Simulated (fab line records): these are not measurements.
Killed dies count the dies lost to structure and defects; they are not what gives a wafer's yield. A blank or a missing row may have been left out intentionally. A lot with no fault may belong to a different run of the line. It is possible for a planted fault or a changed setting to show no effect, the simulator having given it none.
Which tool was responsible? | flow n5-finfet | 32 wafers from 11 lots sampled at 4 of the route's 1938 steps

== WHAT EACH GAUGE READ, for each wafer ==
The record holds no reading of a measuring or inspecting step that can be judged against a usual standard deviation.

== EACH LOT AND THE TOOL THAT RAN IT (in order: tool; ch and the chambers of the sampled wafers; start) ==
lot  | N5_GATE_CUT_VAPOR_ETCH_60        | N5_GATE_CUT_CMP_02            | N5_GATE_CUT_HM_OPEN_40            | N5_GATE_CUT_ETCH_19
L613 | rie-metal-02 ch 0,1, day 5 08:59 | cmp-01 ch 1,2,3, day 5 11:40  | rie-diel-01 ch 1,3, day 5 12:46   | rie-diel-01 ch 1,3, day 5 12:53
L615 | rie-metal-01 ch 0,1, day 5 23:27 | cmp-03 ch 1,2,3, day 6 02:31  | rie-diel-01 ch 0,3, day 6 03:23   | rie-diel-01 ch 0,3, day 6 03:31
L616 | rie-metal-03 ch 0,1, day 6 04:46 | cmp-01 ch 0,2,3, day 6 07:32  | rie-diel-02 ch 1,2,3, day 6 08:32 | rie-diel-02 ch 1,2,3, day 6 08:40
L617 | rie-metal-03 ch 1, day 6 08:44   | cmp-01 ch 1,2,3, day 6 11:32  | rie-diel-04 ch 0,1,3, day 6 12:30 | rie-diel-04 ch 0,1,3, day 6 12:37
L619 | rie-metal-03 ch 0,1, day 6 21:05 | cmp-01 ch 0,1,2, day 6 23:44  | rie-diel-01 ch 0,2,3, day 7 00:41 | rie-diel-01 ch 0,2,3, day 7 00:49
L623 | rie-metal-03 ch 0,1, day 7 19:18 | cmp-03 ch 1,2,3, day 7 21:56  | rie-diel-02 ch 0,2, day 7 22:53   | rie-diel-02 ch 0,2, day 7 23:01
L624 | rie-metal-02 ch 0,1, day 8 02:26 | cmp-01 ch 1,3, day 8 05:08    | rie-diel-01 ch 0,1,2, day 8 06:23 | rie-diel-01 ch 0,1,2, day 8 06:31
L625 | rie-metal-02 ch 0,1, day 8 11:53 | cmp-01 ch 2,3, day 8 14:44    | rie-diel-01 ch 0,2,3, day 8 16:02 | rie-diel-01 ch 0,2,3, day 8 16:10
L626 | rie-metal-01 ch 0, day 8 15:13   | cmp-04 ch 1, day 8 18:00      | rie-diel-01 ch 2,3, day 8 19:09   | rie-diel-01 ch 2,3, day 8 19:16
L629 | rie-metal-03 ch 0,1, day 9 12:22 | cmp-01 ch 1,2, day 9 15:02    | rie-diel-04 ch 1,2, day 9 16:07   | rie-diel-04 ch 1,2, day 9 16:14
L631 | rie-metal-01 ch 0, day 9 20:55   | cmp-03 ch 1,2,3, day 10 00:46 | rie-diel-02 ch 0,2, day 10 02:21  | rie-diel-02 ch 0,2, day 10 02:28
- N5_GATE_CUT_VAPOR_ETCH_60: etches HfO2 in BCl3/Cl2.
- N5_GATE_CUT_CMP_02: polishes, stops on SiO2, t overpolish 12.7 s, target thk 0 nm.
- N5_GATE_CUT_HM_OPEN_40: chemistry C4F6/O2, target SiO2, target depth 139 nm, time 85.1 s.
- N5_GATE_CUT_ETCH_19: etches SiNx in CH3F/O2, target depth 53.7 nm, time 76.7 s.

== AS READ BY THE TOOLS THEMSELVES (means over the sampled wafers that have a number; for cases with no such wafer, the mark the record gives instead) ==
N5_GATE_CUT_VAPOR_ETCH_60. Usual: drypump-motor-current-A 5.5 A, standard deviation 0.44; oes-product-au 0.74 a.u., standard deviation 0.1.
lot  | tool         | drypump-motor-current-A (A) | oes-product-au (a.u.) | flag
L613 | rie-metal-02 | 5.7                         | 0.81                  |
L615 | rie-metal-01 | 5.0                         | 0.79                  |
L616 | rie-metal-03 | 5.6                         | 0.76                  |
L617 | rie-metal-03 | 5.4                         | 0.82                  |
L619 | rie-metal-03 | 5.8                         | 0.70                  |
L623 | rie-metal-03 | 5.8                         | 0.69                  |
L624 | rie-metal-02 | 5.3                         | 0.72                  |
L625 | rie-metal-02 | 5.4                         | 0.72                  |
L626 | rie-metal-01 | 5.0                         | 0.84                  |
L629 | rie-metal-03 | 5.6                         | 0.74                  |
L631 | rie-metal-01 | 5.0                         | 0.84                  |

N5_GATE_CUT_CMP_02. Usual: motor-current-A 9.0 A, standard deviation 0.67; overpolish-run-s 12.700 s, standard deviation 0.0094; time-to-endpoint-s 24.4 s, standard deviation 2.1.
lot  | tool   | motor-current-A (A) | overpolish-run-s (s) | time-to-endpoint-s (s) | flag
L613 | cmp-01 | 8.9                 | 12.709               | 22.7                   |
L615 | cmp-03 | 8.4                 | 12.702               | 23.4                   |
L616 | cmp-01 | 9.0                 | 12.702               | 23.4                   |
L617 | cmp-01 | 8.7                 | 12.692               | 23.4                   |
L619 | cmp-01 | 8.9                 | 12.698               | 25.3                   |
L623 | cmp-03 | 8.4                 | 12.706               | 23.6                   |
L624 | cmp-01 | 8.6                 | 12.699               | 21.3                   |
L625 | cmp-01 | 8.9                 | 12.709               | 26.6                   |
L626 | cmp-04 | 8.9                 | 12.703               | 25.3                   |
L629 | cmp-01 | 8.4                 | 12.708               | 25.4                   |
L631 | cmp-03 | 8.4                 | 12.699               | 26.9                   |

N5_GATE_CUT_HM_OPEN_40. Usual: drypump-motor-current-A 5.4 A, standard deviation 0.47; etch-rf-on-time-s 94.8 s, standard deviation 1.6; oes-product-au 0.67 a.u., standard deviation 0.039; rf-vpp-V 667 V, standard deviation 6.5; showerhead-plenum-p-Torr 2.91 Torr, standard deviation 0.075; throttle-valve-pct 20.95 %, standard deviation 0.21.
lot  | tool        | drypump-motor-current-A (A) | etch-rf-on-time-s (s) | oes-product-au (a.u.) | rf-vpp-V (V) | showerhead-plenum-p-Torr (Torr) | throttle-valve-pct (%) | flag
L613 | rie-diel-01 | 5.4                         | 95.4                  | 0.66                  | 671          | 2.95                            | 21.05                  |
L615 | rie-diel-01 | 4.9                         | 93.7                  | 0.69                  | 668          | 2.96                            | 20.74                  |
L616 | rie-diel-02 | 5.1                         | 94.0                  | 0.75                  | 666          | 3.00                            | 20.92                  |
L617 | rie-diel-04 | 6.0                         | 97.1                  | 0.65                  | 667          | 2.83                            | 20.98                  |
L619 | rie-diel-01 | 5.1                         | 93.9                  | 0.68                  | 664          | 2.92                            | 20.83                  |
L623 | rie-diel-02 | 4.9                         | 93.1                  | 0.72                  | 668          | 2.98                            | 21.26                  |
L624 | rie-diel-01 | 5.4                         | 94.1                  | 0.66                  | 667          | 2.91                            | 20.99                  |
L625 | rie-diel-01 | 5.1                         | 95.3                  | 0.67                  | 665          | 2.92                            | 20.83                  |
L626 | rie-diel-01 | 4.8                         | 95.8                  | 0.68                  | 662          | 2.90                            | 20.91                  |
L629 | rie-diel-04 | 5.9                         | 94.6                  | 0.62                  | 662          | 2.74                            | 21.04                  |
L631 | rie-diel-02 | 5.0                         | 96.1                  | 0.66                  | 671          | 2.95                            | 21.17                  |

N5_GATE_CUT_ETCH_19. Usual: drypump-motor-current-A 5.4 A, standard deviation 0.46; etch-rf-on-time-s 77.2 s, standard deviation 0.94; oes-product-au 0.64 a.u., standard deviation 0.036; rf-vpp-V 298.3 V, standard deviation 2.9; showerhead-plenum-p-Torr 2.04 Torr, standard deviation 0.055; throttle-valve-pct 16.38 %, standard deviation 0.21.
lot  | tool        | drypump-motor-current-A (A) | etch-rf-on-time-s (s) | oes-product-au (a.u.) | rf-vpp-V (V) | showerhead-plenum-p-Torr (Torr) | throttle-valve-pct (%) | flag
L613 | rie-diel-01 | 5.4                         | 78.2                  | 0.63                  | 299.7        | 2.08                            | 16.47                  |
L615 | rie-diel-01 | 4.9                         | 76.7                  | 0.65                  | 299.2        | 2.08                            | 16.17                  |
L616 | rie-diel-02 | 5.1                         | 75.8                  | 0.71                  | 297.8        | 2.11                            | 16.30                  |
L617 | rie-diel-04 | 6.0                         | 77.8                  | 0.62                  | 297.4        | 1.99                            | 16.44                  |
L619 | rie-diel-01 | 5.1                         | 77.4                  | 0.65                  | 297.9        | 2.06                            | 16.27                  |
L623 | rie-diel-02 | 4.9                         | 76.5                  | 0.68                  | 298.9        | 2.10                            | 16.61                  |
L624 | rie-diel-01 | 5.4                         | 71.2                  | 0.67                  | 298.1        | 2.05                            | 16.44                  | OFF
L625 | rie-diel-01 | 5.1                         | 70.5                  | 0.68                  | 297.0        | 2.05                            | 16.28                  | OFF
L626 | rie-diel-01 | 4.8                         | 68.2                  | 0.69                  | 295.5        | 2.04                            | 16.36                  | OFF
L629 | rie-diel-04 | 5.9                         | 77.0                  | 0.59                  | 296.8        | 1.92                            | 16.48                  |
L631 | rie-diel-02 | 5.0                         | 77.2                  | 0.63                  | 300.2        | 2.08                            | 16.60                  |

== THE ANSWER, worked out from the rows above alone ==
Rule: a lot counts as off when the mean over its wafers that have a number is more than 3 standard deviations away from the usual mean. A lot without any number at a reading at which 4 lots or more have one is off too. Any other lot the step has rows for is counted as sound. Order of review: gauges by route order, followed by the tools' own readings, for which a lot's mean as printed above is used. At the first step where some lot is off, the reading lying furthest off is the one used; lots without a number count as furthest.
Off, at N5_GATE_CUT_ETCH_19 on etch-rf-on-time-s: L624, L625, L626.
A tool fits if, at that step or a process step before it, it ran every lot that is off, and no sound lot after the first of them. One fits: N5_GATE_CUT_HM_OPEN_40 and N5_GATE_CUT_ETCH_19 on rie-diel-01. At N5_GATE_CUT_HM_OPEN_40 its last sound lot is L619 (day 7 00:41), its first lot that is off L624 (day 8 06:23): a fault that began between those two fits.

== WHAT HAD BEEN PUT IN BY THE SIMULATOR ==
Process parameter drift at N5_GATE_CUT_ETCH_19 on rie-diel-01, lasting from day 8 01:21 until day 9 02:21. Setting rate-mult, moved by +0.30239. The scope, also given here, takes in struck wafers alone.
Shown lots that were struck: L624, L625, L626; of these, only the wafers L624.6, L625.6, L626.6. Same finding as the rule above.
